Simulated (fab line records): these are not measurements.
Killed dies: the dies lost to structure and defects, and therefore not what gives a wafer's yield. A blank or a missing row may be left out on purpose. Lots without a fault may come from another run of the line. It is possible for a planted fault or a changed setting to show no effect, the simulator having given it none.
Chamber matching + flow n5 finfet + N5_FIN_SAQP_HM_OPEN_73 on rie diel-04: 4 sister chambers
The step chemistry CHF3/O2, target SiO2, stops on a-Si, target depth 12 nm, time 16.8 s. 4 wafers are shown with their chamber, then 11 later ones without.

## EACH WAFER AND ITS CHAMBER
| wafer  | chamber | showerhead plenum p Torr (Torr) |
|--------|---------|---------------------------------|
| L082.5 | 1       | 2.32                            |
| L083.3 | 2       | 2.46                            |
| L084.4 | 3       | 2.48                            |
| L085.2 | 0       | 2.38                            |

## WAFERS MISSING THEIR CHAMBER
| wafer  | showerhead plenum p Torr (Torr) |
|--------|---------------------------------|
| L085.3 | 2.32                            |
| L085.4 | 2.32                            |
| L091.2 | 2.32                            |
| L091.4 | 2.48                            |
| L091.5 | 2.32                            |
| L092.1 | 2.48                            |
| L092.2 | 2.45                            |
| L092.5 | 2.32                            |
| L096.2 | 2.45                            |
| L096.4 | 2.31                            |
| L096.6 | 2.37                            |

## THE CHAMBER EACH PASSED THROUGH
| wafer  | from the rows above | in truth |
|--------|---------------------|----------|
| L085.3 | 1                   | 1        |
| L085.4 | 1                   | 1        |
| L091.2 | 1                   | 1        |
| L091.4 | 3                   | 3        |
| L091.5 | 1                   | 1        |
| L092.1 | 3                   | 3        |
| L092.2 | 2                   | 2        |
| L092.5 | 1                   | 1        |
| L096.2 | 2                   | 2        |
| L096.4 | 1                   | 1        |
| L096.6 | 0                   | 0        |
11 of 11 placed correctly. Not placeable from these rows: 0. Number placed wrongly: 0.
How it was worked out, from the rows above alone: a wafer's distance from a chamber is the root of the sum, over the readings, of the square of ((its reading less the chamber's mean) divided by the reading's scatter). The wafer belongs to the nearest chamber; if the next one is less than 2 further off, it can't be placed. A chamber's mean is the mean of its shown wafers. The scatter: with one shown wafer a chamber, the root of the mean of the squares of how far each hidden wafer lies from its nearest shown one.
